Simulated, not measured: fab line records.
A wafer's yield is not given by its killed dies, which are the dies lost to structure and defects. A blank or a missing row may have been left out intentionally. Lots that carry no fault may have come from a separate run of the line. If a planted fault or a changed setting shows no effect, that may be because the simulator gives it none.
What tool caused it? | flow nandHarc | 24 lots with 72 wafers sampled at 4 steps, on a route of 1302 steps

== WHAT EACH GAUGE READ, for each wafer ==
NHARC_A_BLC_INSPECT_28. Usual: 493 for rawDefectCount, sd 110.
lot  | measured     | on               | rawDefectCount | flag
L075 | day 22 23:52 | defectInspect-02 | 535 668 657    | 
L074 | day 23 07:18 | defectInspect-01 | 569 535 518    | 
L076 | day 23 14:40 | defectInspect-01 | 520 448 567    | 
L079 | day 23 20:59 | defectInspect-02 | 432 432 359    | 
L077 | day 23 23:16 | defectInspect-01 | 611 668 465    | 
L078 | day 24 05:02 | defectInspect-02 | 372 431 402    | 
L081 | day 25 06:18 | defectInspect-02 | 554 468 474    | 
L080 | day 25 08:05 | defectInspect-02 | 431 385 445    | 
L082 | day 25 22:33 | defectInspect-01 | 605 633 544    | 
L083 | day 26 11:13 | defectInspect-02 | 375 458 425    | 
L084 | day 26 14:39 | defectInspect-02 | 381 494 411    | 
L085 | day 27 01:29 | defectInspect-02 | 527 410 402    | 
L087 | day 27 14:32 | defectInspect-01 | 311 433 419    | 
L086 | day 27 17:34 | defectInspect-01 | 519 508 539    | 
L088 | day 28 11:15 | defectInspect-02 | 380 405 354    | 
L089 | day 28 19:48 | defectInspect-02 | 533 543 378    | 
L090 | day 29 14:27 | defectInspect-02 | 409 493 563    | 
L092 | day 29 19:53 | defectInspect-02 | 419 339 387    | 
L091 | day 29 22:53 | defectInspect-02 | 644 436 428    | 
L093 | day 30 15:59 | defectInspect-02 | 522 522 451    | 
L095 | day 30 21:34 | defectInspect-02 | 405 310 368    | 
L094 | day 30 23:02 | defectInspect-01 | 851 816 722    | 
L096 | day 31 01:36 | defectInspect-02 | 423 689 501    | 
L097 | day 31 14:54 | defectInspect-02 | 534 352 611    | 

NHARC_A_M1_CD_MEAS_16. Usual: 120.1 nm for cdNm, sd 1.1.
lot  | measured     | on       | cdNm (nm)         | flag
L075 | day 23 05:19 | cdSem-01 | 119.9 121.1 118.4 | 
L074 | day 23 13:01 | cdSem-03 | 120.4 121.4 120.9 | 
L076 | day 23 20:13 | cdSem-03 | 119.8 119.2 118.7 | 
L079 | day 24 02:52 | cdSem-01 | 118.6 123.0 120.3 | 
L077 | day 24 05:01 | cdSem-01 | 120.3 119.0 118.3 | 
L078 | day 24 10:34 | cdSem-03 | 120.0 119.3 119.5 | 
L081 | day 25 11:44 | cdSem-01 | 121.2 120.9 120.3 | 
L080 | day 25 13:32 | cdSem-02 | 119.7 120.0 120.5 | 
L082 | day 26 04:32 | cdSem-03 | 120.2 120.2 120.3 | 
L083 | day 26 16:31 | cdSem-03 | 118.8 119.4 118.0 | 
L084 | day 26 19:58 | cdSem-01 | 119.2 119.1 120.0 | 
L085 | day 27 06:51 | cdSem-03 | 121.1 119.6 119.4 | 
L087 | day 27 20:09 | cdSem-03 | 120.8 118.8 119.2 | 
L086 | day 27 22:53 | cdSem-03 | 121.3 119.9 119.5 | 
L088 | day 28 16:37 | cdSem-01 | 118.1 121.3 122.3 | 
L089 | day 29 01:17 | cdSem-03 | 121.2 119.5 119.9 | 
L090 | day 29 19:48 | cdSem-02 | 120.8 120.3 119.0 | 
L092 | day 30 01:22 | cdSem-03 | 119.0 122.5 122.1 | 
L091 | day 30 04:04 | cdSem-03 | 120.0 119.5 120.2 | 
L093 | day 30 21:19 | cdSem-03 | 121.0 121.2 119.2 | 
L095 | day 31 03:00 | cdSem-01 | 121.0 120.5 119.0 | 
L094 | day 31 04:40 | cdSem-01 | 120.5 122.4 122.7 | 
L096 | day 31 07:03 | cdSem-01 | 119.7 121.9 121.0 | 
L097 | day 31 20:05 | cdSem-01 | 119.1 119.3 120.7 | 

== WHICH TOOL RAN EACH LOT (tool, then ch and the chambers of the sampled wafers, then the start) ==
lot  | NHARC_A_M0_CMP_23             | NHARC_A_M1_ETCH_15
L075 | cmp-01 ch 0,1, day 23 02:59   | rieDiel-02 ch 1,2,3, day 23 05:19 or earlier
L074 | cmp-01 ch 0,2,3, day 23 10:26 | rieDiel-09 ch 0,2,3, day 23 13:01 or earlier
L076 | cmp-04 ch 0,2,3, day 23 18:03 | rieDiel-02 ch 0,1,2, day 23 20:13 or earlier
L079 | cmp-04 ch 0,2,3, day 24 00:24 | rieDiel-02 ch 1,2, day 24 02:52 or earlier
L077 | cmp-04 ch 1,2,3, day 24 02:40 | rieDiel-08 ch 0,2,3, day 24 05:01 or earlier
L078 | cmp-01 ch 1,2,3, day 24 08:10 | rieDiel-09 ch 1,2, day 24 10:34 or earlier
L081 | cmp-03 ch 0,1,2, day 25 09:26 | rieDiel-02 ch 1,2,3, day 25 11:44 or earlier
L080 | cmp-03 ch 0,2, day 25 11:10   | rieDiel-08 ch 0,1,3, day 25 13:32 or earlier
L082 | cmp-01 ch 0,1, day 26 01:43   | rieDiel-02 ch 0,1,2, day 26 04:32 or earlier
L083 | cmp-04 ch 0,1,3, day 26 14:17 | rieDiel-02 ch 0,1,3, day 26 16:31 or earlier
L084 | cmp-01 ch 0,1,2, day 26 17:44 | rieDiel-02 ch 0,1,2, day 26 19:58 or earlier
L085 | cmp-04 ch 0,1,2, day 27 04:34 | rieDiel-02 ch 0,1, day 27 06:51 or earlier
L087 | cmp-01 ch 0,2,3, day 27 17:47 | rieDiel-08 ch 2,3, day 27 20:09 or earlier
L086 | cmp-03 ch 1,3, day 27 20:32   | rieDiel-08 ch 0,2, day 27 22:53 or earlier
L088 | cmp-01 ch 0,1,3, day 28 14:16 | rieDiel-08 ch 1,3, day 28 16:37 or earlier
L089 | cmp-03 ch 0,1,3, day 28 22:58 | rieDiel-08 ch 1,2, day 29 01:17 or earlier
L090 | cmp-01 ch 1,2, day 29 17:34   | rieDiel-09 ch 0,2, day 29 19:48 or earlier
L092 | cmp-04 ch 1,3, day 29 23:02   | rieDiel-02 ch 1,2, day 30 01:22 or earlier
L091 | cmp-01 ch 2,3, day 30 01:50   | rieDiel-09 ch 0,1,2, day 30 04:04 or earlier
L093 | cmp-03 ch 0,3, day 30 19:06   | rieDiel-09 ch 0,2,3, day 30 21:19 or earlier
L095 | cmp-01 ch 0,1,2, day 31 00:44 | rieDiel-09 ch 0,1,3, day 31 03:00 or earlier
L094 | cmp-01 ch 1,2,3, day 31 02:19 | rieDiel-02 ch 0,1,3, day 31 04:40 or earlier
L096 | cmp-01 ch 0,2,3, day 31 04:46 | rieDiel-09 ch 0,1,2, day 31 07:03 or earlier
L097 | cmp-04 ch 0,1,2, day 31 17:52 | rieDiel-08 ch 0,1,2, day 31 20:05 or earlier
- NHARC_A_M0_CMP_23: polishes, t overpolish 20 s, target thk 113.75 nm.
- NHARC_A_M1_ETCH_15: etches the open film in C4F8/Ar, target depth 182.5 nm, time 91.2 s.

== AS READ BY THE TOOLS THEMSELVES (means over the sampled wafers that have a number; for cases with no such wafer, the mark the record gives instead) ==
NHARC_A_M0_CMP_23. Usual: motorCurrentA 12.1 A, standard deviation 1.2; timeToEndpointS 31 s, standard deviation 3.6.
lot  | tool   | motorCurrentA (A) | timeToEndpointS (s) | flag
L075 | cmp-01 | 12.3              | 29                  | 
L074 | cmp-01 | 11.4              | 32                  | 
L076 | cmp-04 | 11.5              | 30                  | 
L079 | cmp-04 | 11.3              | 29                  | 
L077 | cmp-04 | 11.7              | 32                  | 
L078 | cmp-01 | 12.4              | 32                  | 
L081 | cmp-03 | 13.3              | 25                  | 
L080 | cmp-03 | 13.8              | 30                  | 
L082 | cmp-01 | 11.5              | 30                  | 
L083 | cmp-04 | 11.9              | 33                  | 
L084 | cmp-01 | 11.8              | 30                  | 
L085 | cmp-04 | 11.9              | 30                  | 
L087 | cmp-01 | 11.4              | 31                  | 
L086 | cmp-03 | 12.6              | 23                  | 
L088 | cmp-01 | 12.6              | 33                  | 
L089 | cmp-03 | 12.4              | 25                  | 
L090 | cmp-01 | 12.0              | 31                  | 
L092 | cmp-04 | 11.8              | 33                  | 
L091 | cmp-01 | 12.1              | 33                  | 
L093 | cmp-03 | 12.3              | 29                  | 
L095 | cmp-01 | 11.6              | 34                  | 
L094 | cmp-01 | 12.8              | 31                  | 
L096 | cmp-01 | 11.0              | 33                  | 
L097 | cmp-04 | 11.8              | 29                  | 

NHARC_A_M1_ETCH_15. Usual: oesProductAu 0.954 a.u., standard deviation 0.021; rfVppV 440.8 V, standard deviation 2.
lot  | tool       | oesProductAu (a.u.) | rfVppV (V) | flag
L075 | rieDiel-02 | 0.945               | 440.9      | 
L074 | rieDiel-09 | 0.965               | 440.6      | 
L076 | rieDiel-02 | 0.978               | 442.0      | 
L079 | rieDiel-02 | 0.952               | 441.1      | 
L077 | rieDiel-08 | 0.979               | 441.2      | 
L078 | rieDiel-09 | 0.939               | 442.0      | 
L081 | rieDiel-02 | 0.972               | 440.8      | 
L080 | rieDiel-08 | 0.957               | 438.6      | 
L082 | rieDiel-02 | 0.932               | 441.9      | 
L083 | rieDiel-02 | 0.967               | 441.0      | 
L084 | rieDiel-02 | 0.979               | 441.5      | 
L085 | rieDiel-02 | 0.923               | 441.6      | 
L087 | rieDiel-08 | 0.949               | 441.9      | 
L086 | rieDiel-08 | 0.933               | 441.1      | 
L088 | rieDiel-08 | 0.920               | 439.4      | 
L089 | rieDiel-08 | 0.931               | 442.1      | 
L090 | rieDiel-09 | 0.953               | 440.5      | 
L092 | rieDiel-02 | 0.934               | 441.7      | 
L091 | rieDiel-09 | 0.958               | 440.3      | 
L093 | rieDiel-09 | 0.965               | 440.6      | 
L095 | rieDiel-09 | 0.958               | 439.9      | 
L094 | rieDiel-02 | 0.981               | 441.1      | 
L096 | rieDiel-09 | 0.951               | 440.9      | 
L097 | rieDiel-08 | 0.953               | 439.9      | 

== THE ANSWER, worked out from the rows above alone ==
Rule: a lot is off if the mean of its wafers that have a number lies more than 3 standard deviations from the usual mean. Also off: a lot with no number at a reading for which 4 or more lots have one. All remaining lots with rows at the step are treated as sound. Order of review: gauges by route order, followed by the tools' own readings, for which a lot's mean as printed above is used. The first step at which some lot is off is used, and at that step the reading that is off furthest; a lot without a number counts as furthest.
None of the lots is off at any reading shown; this tells nothing.

== WHAT THE SIMULATOR PUT IN ==
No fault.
